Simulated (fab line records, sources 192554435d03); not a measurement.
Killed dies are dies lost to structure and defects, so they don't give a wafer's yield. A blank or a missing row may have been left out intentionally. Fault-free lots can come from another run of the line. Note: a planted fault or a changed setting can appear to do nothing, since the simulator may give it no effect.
2 desks looking at one fault / flow n5_finfet / what lay behind the numbers comes last; until then each desk has only its own

## AT THE METROLOGY DESK
Lot by lot, what the gauges showed, no matter which tool ran the lot: averages of those sampled wafers that carry a number. A lot is out of limits, marked OUT, if its mean lies more than 4 standard deviations from the usual mean; the brackets give that distance. Only the readings that lie furthest out on some lot appear, 7 of the 12 it has.
Columns: A = DIBL_N at N5_BEOL_M4_RC_MEAS_101, usual 35.8 mV/V; B = DIBL_P at N5_BEOL_M4_RC_MEAS_101, usual 35.9 mV/V; C = IOFF_N at N5_BEOL_M4_RC_MEAS_101, usual 0.151 nA/um; D = IOFF_P at N5_BEOL_M4_RC_MEAS_101, usual 0.21 nA/um; E = SS_N at N5_BEOL_M4_RC_MEAS_101, usual 71.4 mV/dec; F = SS_P at N5_BEOL_M4_RC_MEAS_101, usual 73.2 mV/dec; G = VT_N at N5_BEOL_M4_RC_MEAS_101, usual 250 mV
lot=L511; first seen here=day 7 21:40; A=33.4; B=33.5; C=0.126; D=0.17; E=71.0; F=72.8; G=251
lot=L512; first seen here=day 8 01:54; A=37.5; B=37.3; C=0.179; D=0.27; E=71.7; F=74.0; G=247
lot=L514; first seen here=day 8 23:45; A=35.5; B=36.0; C=0.151; D=0.17; E=70.4; F=73.0; G=248
lot=L517; first seen here=day 9 06:40; A=36.5; B=37.0; C=0.166; D=0.22; E=72.1; F=73.3; G=250
lot=L519; first seen here=day 10 00:11; A=35.0; B=35.0; C=0.132; D=0.17; E=70.9; F=72.6; G=251
lot=L522; first seen here=day 10 17:17; A=37.3; B=36.3; C=0.174; D=0.21; E=71.6; F=73.3; G=248
lot=L523; first seen here=day 10 22:23; A=36.3; B=35.7; C=0.142; D=0.20; E=71.8; F=72.8; G=252
lot=L524; first seen here=day 10 23:41; A=35.0; B=35.5; C=0.124; D=0.18; E=71.0; F=72.6; G=255
lot=L527; first seen here=day 12 00:55; A=35.0; B=34.1; C=0.142; D=0.16; E=71.5; F=73.1; G=254
lot=L528; first seen here=day 12 14:09; A=38.4; B=39.8; C=0.217; D=0.27; E=72.3; F=74.4; G=245
lot=L529; first seen here=day 12 15:25; A=36.1; B=35.6; C=0.143; D=0.20; E=71.8; F=73.1; G=254
This desk found nothing out of limits on any of the 11 lots.

## TOOL OWNER'S DESK, pecvd-02
The tool's own readings at N5_BEOL_M2_PECVD_72 (deposits SiO2 from TEOS/O2, target thk 16 nm, time 18 s): means of the sampled wafers that have a number, for each lot that ran on this tool. A lot is out of limits, marked OUT, if its mean lies more than 4 standard deviations from the usual mean; the brackets give that distance.
Columns: A = heater_power_w at N5_BEOL_M2_PECVD_72, usual 720 W; B = rf_fwd_power_W at N5_BEOL_M2_PECVD_72, usual 444.4 W; C = showerhead_plenum_p_Torr at N5_BEOL_M2_PECVD_72, usual 8.76 Torr; D = throttle_valve_pct at N5_BEOL_M2_PECVD_72, usual 22.6 %
lot=L511; first seen here=day 7 10:56; A=879; B=446.6; C=8.80; D=22.2
lot=L517; first seen here=day 8 22:02; A=667; B=442.6; C=8.82; D=23.0
lot=L522; first seen here=day 10 03:03; A=732; B=444.2; C=8.77; D=23.0
lot=L523; first seen here=day 10 10:10; A=706; B=443.0; C=8.77; D=22.9
lot=L524; first seen here=day 10 13:42; A=596; B=443.8; C=8.72; D=22.9
This desk found nothing out of limits on any of the 5 lots.

## BROUGHT TOGETHER
At the metrology desk, nothing out of limits was observed.
The tool owner's desk saw nothing out of limits.

## WHAT THE SIMULATOR PUT IN
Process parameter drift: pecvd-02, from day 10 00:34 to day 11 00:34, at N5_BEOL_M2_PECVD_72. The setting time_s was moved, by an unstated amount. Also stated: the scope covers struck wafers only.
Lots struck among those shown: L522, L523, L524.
